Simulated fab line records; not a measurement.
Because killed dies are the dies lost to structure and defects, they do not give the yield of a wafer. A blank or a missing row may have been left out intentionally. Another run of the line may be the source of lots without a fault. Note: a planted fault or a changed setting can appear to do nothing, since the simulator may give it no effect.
Which of the tools did it? -- flow nand harc -- at 1 step of a route of 1159, 6 lots with 18 wafers sampled

== WHAT THE GAUGES READ, wafer by wafer ==
NHARC_A_ONON_D1_THK_MEAS_11: measures by ellipsometry.
lot,measured,on,thk nm (nm)
L371,day 8 13:55,film metro-01,986 989 989
L382,day 10 23:52,film metro-01,995 997 998
L385,day 11 22:53,film metro-02,1011 1012 1009
L384,day 11 23:02,film metro-01,996 996 996
L388,day 12 21:31,film metro-02,1017 1016 1018
L390,day 13 04:57,film metro-01,971 973 974

== WHICH TOOL RAN EACH LOT (tool, then ch and the chambers of the sampled wafers, then the start) ==
There is no process step in the record ahead of these readings.

== THE ANSWER, worked out from the rows above alone ==
Rule: the lots themselves supply what counts as usual. Put in order of their means at a reading, lots are off if they are a third of the lots or fewer, leave a main group of 4 or more, and stand apart from it by a gap of 3 or more times the standard deviation of the main group's means; of several such gaps the widest counts. Not used: any main group whose means are identical at the precision the tables above print for the reading. Also off: a lot with no number at a reading for which 4 or more lots have one. The other lots that the step has rows for count as sound.
No lot is off on any of the readings shown, so nothing can be concluded from this.

== WHAT THE SIMULATOR HAD PUT IN ==
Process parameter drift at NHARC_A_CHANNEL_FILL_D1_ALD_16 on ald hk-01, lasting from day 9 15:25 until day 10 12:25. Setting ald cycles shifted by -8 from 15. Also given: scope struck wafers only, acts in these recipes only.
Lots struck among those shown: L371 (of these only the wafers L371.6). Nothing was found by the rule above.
